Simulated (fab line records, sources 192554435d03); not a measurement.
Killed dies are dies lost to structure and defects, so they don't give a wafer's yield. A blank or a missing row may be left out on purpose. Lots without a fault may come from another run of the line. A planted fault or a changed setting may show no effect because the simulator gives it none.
One fault seen from 2 desks | flow n5_finfet | each desk has only its own numbers; what lay behind them comes last

THE TOOL OWNER'S DESK: ald_metal-03
The tool's own readings at N5_BEOL_M0_ALD_136 (deposits TaN, pulse time 2 s, purge time 3 s, co reactant purge time 2 s): means of the sampled wafers that have a number, for each lot that ran on this tool. A lot is out of limits, marked OUT, if its mean lies more than 4 standard deviations from the usual mean; the brackets give that distance.
Columns: A = chamber_pressure_Torr at N5_BEOL_M0_ALD_136, usual 3.000 Torr; B = heater_power_w at N5_BEOL_M0_ALD_136, usual 390 W
lot  | first seen here | A     | B
L313 | day 6 08:12     | 2.996 | 407
L323 | day 8 11:12     | 3.006 | 412
L333 | day 10 14:59    | 2.994 | 435
L332 | day 10 18:23    | 2.999 | 381
This desk's finding: nothing out of limits on any of the 4 lots.

THE METROLOGY DESK
What the gauges read, lot by lot, whatever tool the lot ran on: means of the sampled wafers that have a number. A lot is out of limits, marked OUT, if its mean lies more than 4 standard deviations from the usual mean; the brackets give that distance. Of its 10 readings 7 are shown: those that lie furthest out on some lot.
Columns: A = DIBL_N at N5_BEOL_M4_RC_MEAS_101, usual 36.3 mV/V; B = IOFF_P at N5_BEOL_M4_RC_MEAS_101, usual 0.211 nA/um; C = ION_P at N5_BEOL_M4_RC_MEAS_101, usual 462 uA/um; D = SS_N at N5_BEOL_M4_RC_MEAS_101, usual 71.5 mV/dec; E = SS_P at N5_BEOL_M4_RC_MEAS_101, usual 73.3 mV/dec; F = VT_N at N5_BEOL_M4_RC_MEAS_101, usual 249.9 mV; G = VT_P at N5_BEOL_M4_RC_MEAS_101, usual -249.8 mV
lot  | first seen here | A    | B     | C   | D    | E    | F     | G
L313 | day 9 04:07     | 37.4 | 0.210 | 458 | 71.9 | 73.9 | 251.4 | -251.1
L315 | day 10 12:52    | 35.4 | 0.175 | 454 | 71.5 | 73.4 | 249.8 | -253.2
L319 | day 11 17:12    | 37.6 | 0.201 | 455 | 71.3 | 73.1 | 248.8 | -253.1
L320 | day 13 01:34    | 36.8 | 0.208 | 460 | 71.6 | 73.5 | 248.7 | -249.0
L323 | day 14 10:34    | 37.5 | 0.213 | 465 | 71.2 | 73.2 | 249.3 | -249.5
L336 | day 16 04:41    | 37.7 | 0.238 | 464 | 72.3 | 73.4 | 248.5 | -247.5
L333 | day 17 06:13    | 37.2 | 0.236 | 469 | 71.3 | 73.4 | 246.1 | -247.7
L332 | day 17 07:48    | 35.8 | 0.196 | 466 | 70.9 | 72.7 | 251.7 | -250.6
L321 | day 17 15:38    | 35.8 | 0.190 | 461 | 71.4 | 73.1 | 250.9 | -252.8
L335 | day 17 17:07    | 36.0 | 0.205 | 460 | 71.8 | 73.2 | 249.1 | -249.5
This desk's finding: nothing out of limits on any of the 10 lots.

PUT TOGETHER
The tool owner's desk saw nothing out of limits.
The metrology desk saw nothing out of limits.

WHAT THE SIMULATOR HAD PUT IN
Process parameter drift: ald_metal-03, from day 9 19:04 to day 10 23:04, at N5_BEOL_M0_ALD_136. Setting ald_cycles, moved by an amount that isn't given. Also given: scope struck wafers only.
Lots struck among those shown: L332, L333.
